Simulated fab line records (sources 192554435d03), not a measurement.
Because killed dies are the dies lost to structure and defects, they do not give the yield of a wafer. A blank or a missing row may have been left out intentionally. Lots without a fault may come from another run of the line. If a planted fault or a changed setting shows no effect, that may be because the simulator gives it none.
Which tool was responsible?	flow n5-finfet	8 lots with 24 wafers sampled at 6 steps, on a route of 1938 steps

== WHAT THE GAUGES SHOWED, per wafer ==
N5_BEOL_M4_RC_MEAS_101. Usual: DIBL_N 35.9 mV/V, standard deviation 1.9; DIBL_P 35.8 mV/V, standard deviation 2.4; IOFF_N 0.15 nA/um, standard deviation 0.031; IOFF_P 0.21 nA/um, standard deviation 0.037; ION_N 672 uA/um, standard deviation 13; ION_P 462 uA/um, standard deviation 8.3; SS_N 71.5 mV/dec, standard deviation 0.72; SS_P 73.2 mV/dec, standard deviation 0.67; VT_N 250 mV, standard deviation 3.4; VT_P -250 mV, standard deviation 3.4.
lot	measured	on	DIBL_N (mV/V)	DIBL_P (mV/V)	IOFF_N (nA/um)	IOFF_P (nA/um)	ION_N (uA/um)	ION_P (uA/um)	SS_N (mV/dec)	SS_P (mV/dec)	VT_N (mV)	VT_P (mV)	flag
L631	day 8 16:59	prober-02	32.8 33.6 32.4	33.2 34.1 32.9	0.11 0.11 0.10	0.14 0.14 0.13	650 640 651	452 435 444	70.8 70.8 70.5	72.9 73.1 72.6	255 259 258	-258 -259 -258	
L641	day 11 13:04	prober-01	38.2 34.0 36.5	38.1 32.7 35.6	0.20 0.13 0.17	0.28 0.19 0.24	686 665 675	473 461 469	71.8 70.9 70.3	74.0 72.1 73.5	245 251 250	-246 -249 -246	
L642	day 11 05:10	prober-01	36.8 35.0 34.6	38.0 35.3 36.1	0.17 0.14 0.14	0.24 0.20 0.21	676 655 679	465 459 470	71.6 71.8 71.0	73.1 73.2 73.0	249 253 249	-245 -247 -246	
L646	day 11 21:08	prober-02	39.6 38.2 36.8	39.5 36.9 36.1	0.21 0.18 0.16	0.29 0.24 0.22	684 682 674	476 469 464	71.4 72.2 71.6	74.8 73.5 73.5	243 247 248	-247 -251 -249	
L647	day 12 23:16	prober-01	35.1 38.3 37.1	33.9 38.0 36.6	0.13 0.18 0.16	0.17 0.23 0.20	674 693 674	463 480 455	71.7 71.4 72.0	72.8 73.7 73.1	254 250 251	-256 -249 -253	
L649	day 13 07:49	prober-01	37.3 35.4 35.8	37.4 36.2 35.8	0.19 0.16 0.17	0.26 0.23 0.23	682 676 688	470 472 471	71.5 70.8 70.9	73.0 73.6 72.9	244 247 247	-246 -248 -248	
L650	day 13 22:16	prober-02	36.2 37.0 35.5	39.0 39.4 37.0	0.16 0.16 0.14	0.23 0.22 0.19	667 662 672	459 451 461	71.7 71.6 71.8	73.3 73.5 73.1	252 249 252	-248 -250 -250	
L651	day 13 22:01	prober-01	38.1 37.9 35.8	39.6 38.2 37.0	0.19 0.18 0.15	0.26 0.23 0.20	677 696 674	462 474 464	72.5 72.1 71.2	74.5 74.2 74.0	246 249 251	-246 -248 -251	

== EACH LOT AND THE TOOL THAT RAN IT (in order: tool; ch and the chambers of the sampled wafers; start) ==
lot	N5_FIN_SAQP_PECVD_48	N5_FIN_SAQP_HM_DEP_72	N5_FIN_SAQP_ETCH_57	N5_FIN_SAQP_RECESS_71	N5_FIN_SAQP_HM_OPEN_33
L631	pecvd-01 ch 0,1, day 2 08:41	pecvd-04 ch 0,2, day 2 08:52	rie-diel-04 ch 0,2, day 2 11:21	vapor-etch-01 ch 1, day 2 12:11	rie-diel-04 ch 2,3, day 2 13:54
L641	pecvd-01 ch 0,1,2, day 4 21:31	pecvd-04 ch 1,2, day 4 21:41	rie-diel-06 ch 0,1, day 5 01:54	vapor-etch-01 ch 0,1, day 5 03:04	rie-diel-05 ch 1,2,3, day 5 03:51
L642	pecvd-03 ch 0,1,2, day 5 04:30	pecvd-04 ch 0,1,2, day 5 04:40	rie-diel-05 ch 0,1, day 5 07:14	vapor-etch-02 ch 0,1, day 5 08:08	rie-diel-04 ch 0,1,2, day 5 09:37
L646	pecvd-03 ch 1,2, day 6 03:10	pecvd-01 ch 0,1,2, day 6 03:19	rie-diel-05 ch 0,2, day 6 06:08	vapor-etch-02 ch 0,1, day 6 06:58	rie-diel-05 ch 0,1,3, day 6 07:42
L647	pecvd-03 ch 0,1,2, day 6 09:29	pecvd-01 ch 0,1,2, day 6 09:39	rie-diel-06 ch 1,2,3, day 6 13:34	vapor-etch-01 ch 0,1, day 6 14:23	rie-diel-04 ch 0,1,3, day 6 15:06
L649	pecvd-04 ch 0,2, day 6 22:04	pecvd-03 ch 0,1,2, day 6 22:14	rie-diel-06 ch 1,2, day 7 01:26	vapor-etch-01 ch 0,1, day 7 02:23	rie-diel-05 ch 0,3, day 7 03:17
L650	pecvd-01 ch 0,2, day 7 03:37	pecvd-04 ch 0,1,2, day 7 03:50	rie-diel-04 ch 0,1,3, day 7 06:39	vapor-etch-02 ch 0,1, day 7 07:36	rie-diel-04 ch 0,1,3, day 7 08:31
L651	pecvd-03 ch 0,1,2, day 7 09:07	pecvd-04 ch 0,1, day 7 09:16	rie-diel-04 ch 0,2,3, day 7 12:14	vapor-etch-01 ch 0,1, day 7 13:05	rie-diel-05 ch 0,2,3, day 7 13:58
- N5_FIN_SAQP_PECVD_48: deposits SiNx from SiH4/NH3/N2, target thk 25 nm, time 22.1 s.
- N5_FIN_SAQP_HM_DEP_72: deposits SiO2 from SiH4/N2O, target thk 12 nm, time 7.2 s.
- N5_FIN_SAQP_ETCH_57: etches SiNx in CH3F/O2, target depth 32.5 nm, time 46.4 s.
- N5_FIN_SAQP_RECESS_71: chemistry HF/NH3, target SiO2, target depth 3 nm, afs cycles 1, sublimation time 60 s.
- N5_FIN_SAQP_HM_OPEN_33: chemistry CH3F/O2, target SiNx, target depth 49.4 nm, time 70.6 s.

== WHAT THE TOOLS THEMSELVES READ (means of the sampled wafers that have a number; where no wafer has one, the mark that the record gives instead) ==
N5_FIN_SAQP_PECVD_48. Usual: heater-power-w 777 W, standard deviation 91; showerhead-plenum-p-Torr 5.16 Torr, standard deviation 0.067; showerhead-vpp-V 1048 V, standard deviation 57; throttle-valve-pct 40.3 %, standard deviation 2.4.
lot	tool	heater-power-w (W)	showerhead-plenum-p-Torr (Torr)	showerhead-vpp-V (V)	throttle-valve-pct (%)	flag
L631	pecvd-01	873	5.11	1009	43.7	
L641	pecvd-01	793	5.12	1056	41.0	
L642	pecvd-03	805	5.19	1010	38.8	
L646	pecvd-03	754	5.22	966	38.5	
L647	pecvd-03	787	5.19	1003	38.9	
L649	pecvd-04	652	5.17	1100	41.7	
L650	pecvd-01	775	5.11	1093	38.3	
L651	pecvd-03	791	5.19	1005	39.0	

N5_FIN_SAQP_HM_DEP_72. Usual: heater-power-w 775 W, standard deviation 100; showerhead-plenum-p-Torr 8.20 Torr, standard deviation 0.13; showerhead-vpp-V 1011 V, standard deviation 51.
lot	tool	heater-power-w (W)	showerhead-plenum-p-Torr (Torr)	showerhead-vpp-V (V)	flag
L631	pecvd-04	673	8.23	1040	
L641	pecvd-04	835	8.26	1044	
L642	pecvd-04	728	8.23	1048	
L646	pecvd-01	849	8.10	993	
L647	pecvd-01	827	8.08	1013	
L649	pecvd-03	778	8.25	971	
L650	pecvd-04	690	8.24	1046	
L651	pecvd-04	661	8.23	1041	

N5_FIN_SAQP_ETCH_57. Usual: O2_flow_sccm 20.00 sccm, standard deviation 0.063; chamber-pressure-mTorr 30.00 mTorr, standard deviation 0.031; drypump-motor-current-A 5.7 A, standard deviation 0.51; etch-rf-on-time-s 46.1 s, standard deviation 1.2; oes_ar_750_au 0.77 a.u., standard deviation 0.077; oes-product-au 0.66 a.u., standard deviation 0.068; rf-vpp-V 297 V, standard deviation 5.6; showerhead-plenum-p-Torr 1.98 Torr, standard deviation 0.075; throttle-valve-pct 16.43 %, standard deviation 0.18.
lot	tool	O2_flow_sccm (sccm)	chamber-pressure-mTorr (mTorr)	drypump-motor-current-A (A)	etch-rf-on-time-s (s)	oes_ar_750_au (a.u.)	oes-product-au (a.u.)	rf-vpp-V (V)	showerhead-plenum-p-Torr (Torr)	throttle-valve-pct (%)	flag
L631	rie-diel-04	20.05	29.99	5.3	46.7	0.76	0.64	301	2.10	16.41	
L641	rie-diel-06	20.00	29.98	5.9	47.4	0.73	0.63	293	1.89	16.52	
L642	rie-diel-05	20.04	30.01	5.9	47.7	0.76	0.65	297	1.96	16.56	
L646	rie-diel-05	19.90	29.99	6.0	46.1	0.76	0.66	303	1.99	16.46	
L647	rie-diel-06	20.01	29.99	5.4	46.0	0.88	0.76	297	1.95	16.23	
L649	rie-diel-06	19.97	30.01	5.6	45.1	0.86	0.74	297	1.97	16.19	
L650	rie-diel-04	19.96	30.08	5.6	45.1	0.80	0.69	293	2.02	16.52	
L651	rie-diel-04	19.93	30.01	5.3	47.6	0.74	0.62	298	2.03	16.52	

N5_FIN_SAQP_RECESS_71. Usual: drypump-motor-current-A 5.6 A, standard deviation 0.66; foreline-p-Torr 0.1281 Torr, standard deviation 0.0005.
lot	tool	drypump-motor-current-A (A)	foreline-p-Torr (Torr)	flag
L631	vapor-etch-01	6.6	0.1286	
L641	vapor-etch-01	6.0	0.1283	
L642	vapor-etch-02	5.4	0.1279	
L646	vapor-etch-02	5.7	0.1276	
L647	vapor-etch-01	5.4	0.1275	
L649	vapor-etch-01	5.9	0.1278	
L650	vapor-etch-02	5.7	0.1281	
L651	vapor-etch-01	5.4	0.1281	

N5_FIN_SAQP_HM_OPEN_33. Usual: O2_flow_sccm 20.00 sccm, standard deviation 0.055; chamber-pressure-mTorr 29.997 mTorr, standard deviation 0.028; drypump-motor-current-A 5.6 A, standard deviation 0.53; etch-rf-on-time-s 69.1 s, standard deviation 1.6; oes_ar_750_au 0.78 a.u., standard deviation 0.076; oes-product-au 0.66 a.u., standard deviation 0.064; rf-vpp-V 297 V, standard deviation 6.4; showerhead-plenum-p-Torr 2.00 Torr, standard deviation 0.074; throttle-valve-pct 16.45 %, standard deviation 0.16.
lot	tool	O2_flow_sccm (sccm)	chamber-pressure-mTorr (mTorr)	drypump-motor-current-A (A)	etch-rf-on-time-s (s)	oes_ar_750_au (a.u.)	oes-product-au (a.u.)	rf-vpp-V (V)	showerhead-plenum-p-Torr (Torr)	throttle-valve-pct (%)	flag
L631	rie-diel-04	19.97	29.979	4.9	69.6	0.76	0.66	301	1.99	16.47	
L641	rie-diel-05	19.93	29.983	6.0	66.7	0.79	0.68	300	1.97	16.35	
L642	rie-diel-04	19.99	29.999	5.6	70.2	0.81	0.69	296	2.08	16.45	
L646	rie-diel-05	20.06	29.991	5.8	67.9	0.76	0.65	297	1.96	16.51	
L647	rie-diel-04	20.07	30.014	5.6	71.1	0.81	0.68	292	2.03	16.51	
L649	rie-diel-05	20.03	30.016	5.6	69.4	0.75	0.64	301	1.99	16.53	
L650	rie-diel-04	19.97	29.980	5.6	69.6	0.80	0.68	293	2.02	16.54	
L651	rie-diel-05	20.01	29.982	5.9	68.2	0.77	0.65	304	1.99	16.39	

== THE ANSWER, worked out from the rows above alone ==
Rule: a lot counts as off when the mean over its wafers that have a number is more than 3 standard deviations away from the usual mean. A lot without any number at a reading at which 4 lots or more have one is off too. All remaining lots with rows at the step are treated as sound. After the gauges, taken in route order, come the tools' own readings; for these a lot's mean is taken, as printed above. The first step at which some lot is off is used, and at that step the reading that is off furthest; a lot without a number counts as furthest.
No lot is off at any reading shown: from this, nothing can be told.

== WHAT THE SIMULATOR HAD INSERTED ==
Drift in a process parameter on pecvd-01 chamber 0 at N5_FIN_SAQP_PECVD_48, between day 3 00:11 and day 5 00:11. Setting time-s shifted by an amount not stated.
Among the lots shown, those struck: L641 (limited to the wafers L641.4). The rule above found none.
